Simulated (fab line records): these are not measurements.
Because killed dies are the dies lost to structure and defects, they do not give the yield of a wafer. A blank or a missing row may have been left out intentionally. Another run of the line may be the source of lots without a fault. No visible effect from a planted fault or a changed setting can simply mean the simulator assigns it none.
Chamber matching || flow n5Finfet || N5_BEOL_M5_ETCH_75 on rieDiel-06: 4 sister chambers
The step etches underlayer in N2/H2, target depth 6.5 nm, time 5.2 s. 18 wafers are shown with their chamber, then 9 later ones without.

## WAFERS PAIRED WITH THEIR CHAMBERS
{"wafer": "L074.1", "chamber": 0, "drypumpMotorCurrentA (A)": 6.4, "showerheadPlenumPTorr (Torr)": 2.59, "throttleValvePct (%)": 17.66}
{"wafer": "L074.2", "chamber": 1, "drypumpMotorCurrentA (A)": 5.8, "showerheadPlenumPTorr (Torr)": 2.46, "throttleValvePct (%)": 17.70}
{"wafer": "L074.6", "chamber": 3, "drypumpMotorCurrentA (A)": 5.6, "showerheadPlenumPTorr (Torr)": 2.64, "throttleValvePct (%)": 17.99}
{"wafer": "L075.2", "chamber": 1, "drypumpMotorCurrentA (A)": 5.8, "showerheadPlenumPTorr (Torr)": 2.46, "throttleValvePct (%)": 17.68}
{"wafer": "L075.3", "chamber": 0, "drypumpMotorCurrentA (A)": 6.5, "showerheadPlenumPTorr (Torr)": 2.58, "throttleValvePct (%)": 17.67}
{"wafer": "L075.5", "chamber": 2, "drypumpMotorCurrentA (A)": 6.7, "showerheadPlenumPTorr (Torr)": 2.41, "throttleValvePct (%)": 18.04}
{"wafer": "L077.2", "chamber": 0, "drypumpMotorCurrentA (A)": 6.4, "showerheadPlenumPTorr (Torr)": 2.58, "throttleValvePct (%)": 17.65}
{"wafer": "L077.3", "chamber": 1, "drypumpMotorCurrentA (A)": 5.8, "showerheadPlenumPTorr (Torr)": 2.46, "throttleValvePct (%)": 17.68}
{"wafer": "L077.5", "chamber": 3, "drypumpMotorCurrentA (A)": 5.6, "showerheadPlenumPTorr (Torr)": 2.63, "throttleValvePct (%)": 18.02}
{"wafer": "L081.4", "chamber": 0, "drypumpMotorCurrentA (A)": 6.5, "showerheadPlenumPTorr (Torr)": 2.58, "throttleValvePct (%)": 17.66}
{"wafer": "L081.5", "chamber": 2, "drypumpMotorCurrentA (A)": 6.7, "showerheadPlenumPTorr (Torr)": 2.40, "throttleValvePct (%)": 18.05}
{"wafer": "L081.6", "chamber": 3, "drypumpMotorCurrentA (A)": 5.6, "showerheadPlenumPTorr (Torr)": 2.63, "throttleValvePct (%)": 18.02}
{"wafer": "L083.1", "chamber": 2, "drypumpMotorCurrentA (A)": 6.7, "showerheadPlenumPTorr (Torr)": 2.40, "throttleValvePct (%)": 18.07}
{"wafer": "L083.4", "chamber": 3, "drypumpMotorCurrentA (A)": 5.6, "showerheadPlenumPTorr (Torr)": 2.63, "throttleValvePct (%)": 18.00}
{"wafer": "L083.5", "chamber": 2, "drypumpMotorCurrentA (A)": 6.7, "showerheadPlenumPTorr (Torr)": 2.40, "throttleValvePct (%)": 18.06}
{"wafer": "L086.2", "chamber": 3, "drypumpMotorCurrentA (A)": 5.6, "showerheadPlenumPTorr (Torr)": 2.63, "throttleValvePct (%)": 18.03}
{"wafer": "L086.3", "chamber": 1, "drypumpMotorCurrentA (A)": 5.7, "showerheadPlenumPTorr (Torr)": 2.45, "throttleValvePct (%)": 17.71}
{"wafer": "L086.4", "chamber": 0, "drypumpMotorCurrentA (A)": 6.4, "showerheadPlenumPTorr (Torr)": 2.57, "throttleValvePct (%)": 17.66}

SIGNATURES, as means of the wafers listed above
{"reading": "drypumpMotorCurrentA", "chamber 0": 6.440, "chamber 1": 5.775, "chamber 2": 6.700, "chamber 3": 5.600, "scatter within a chamber": 0.0373}
{"reading": "showerheadPlenumPTorr", "chamber 0": 2.5800, "chamber 1": 2.4575, "chamber 2": 2.4025, "chamber 3": 2.6320, "scatter within a chamber": 0.00554}
{"reading": "throttleValvePct", "chamber 0": 17.6600, "chamber 1": 17.6925, "chamber 2": 18.0550, "chamber 3": 18.0120, "scatter within a chamber": 0.0132}
Rule: for a wafer and a chamber, the distance is found by dividing, reading by reading, the gap between the wafer's reading and the chamber's mean by the reading's scatter, squaring, summing and taking the root. The wafer belongs to the nearest chamber; if the next one is less than 2 further off, it can't be placed. The scatter: the root of (the sum of the squares of (reading less its chamber's mean) over the shown wafers, divided by (wafers less chambers)).

## WAFERS WHOSE CHAMBER IS MISSING
{"wafer": "L092.1", "drypumpMotorCurrentA (A)": 5.6, "showerheadPlenumPTorr (Torr)": 2.62, "throttleValvePct (%)": 18.04}
{"wafer": "L092.2", "drypumpMotorCurrentA (A)": 6.5, "showerheadPlenumPTorr (Torr)": 2.57, "throttleValvePct (%)": 17.70}
{"wafer": "L092.3", "drypumpMotorCurrentA (A)": 6.7, "showerheadPlenumPTorr (Torr)": 2.72, "throttleValvePct (%)": 17.71}
{"wafer": "L095.3", "drypumpMotorCurrentA (A)": 6.7, "showerheadPlenumPTorr (Torr)": 2.71, "throttleValvePct (%)": 17.73}
{"wafer": "L095.4", "drypumpMotorCurrentA (A)": 5.9, "showerheadPlenumPTorr (Torr)": 2.44, "throttleValvePct (%)": 17.75}
{"wafer": "L095.5", "drypumpMotorCurrentA (A)": 5.8, "showerheadPlenumPTorr (Torr)": 2.44, "throttleValvePct (%)": 17.76}
{"wafer": "L096.2", "drypumpMotorCurrentA (A)": 6.5, "showerheadPlenumPTorr (Torr)": 2.57, "throttleValvePct (%)": 17.75}
{"wafer": "L096.3", "drypumpMotorCurrentA (A)": 5.6, "showerheadPlenumPTorr (Torr)": 2.62, "throttleValvePct (%)": 18.07}
{"wafer": "L096.5", "drypumpMotorCurrentA (A)": 5.8, "showerheadPlenumPTorr (Torr)": 2.44, "throttleValvePct (%)": 17.74}

## CHAMBER TAKEN BY EACH
{"wafer": "L092.1", "from the rows above": 3, "in truth": 3}
{"wafer": "L092.2", "from the rows above": 0, "in truth": 0}
{"wafer": "L092.3", "from the rows above": 0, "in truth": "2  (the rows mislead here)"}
{"wafer": "L095.3", "from the rows above": 0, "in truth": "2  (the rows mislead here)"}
{"wafer": "L095.4", "from the rows above": 1, "in truth": 1}
{"wafer": "L095.5", "from the rows above": 1, "in truth": 1}
{"wafer": "L096.2", "from the rows above": 0, "in truth": 0}
{"wafer": "L096.3", "from the rows above": 3, "in truth": 3}
{"wafer": "L096.5", "from the rows above": 1, "in truth": 1}
Placed correctly: 7 of 9. Left unplaced by these rows: 0. Placed wrongly: 2.
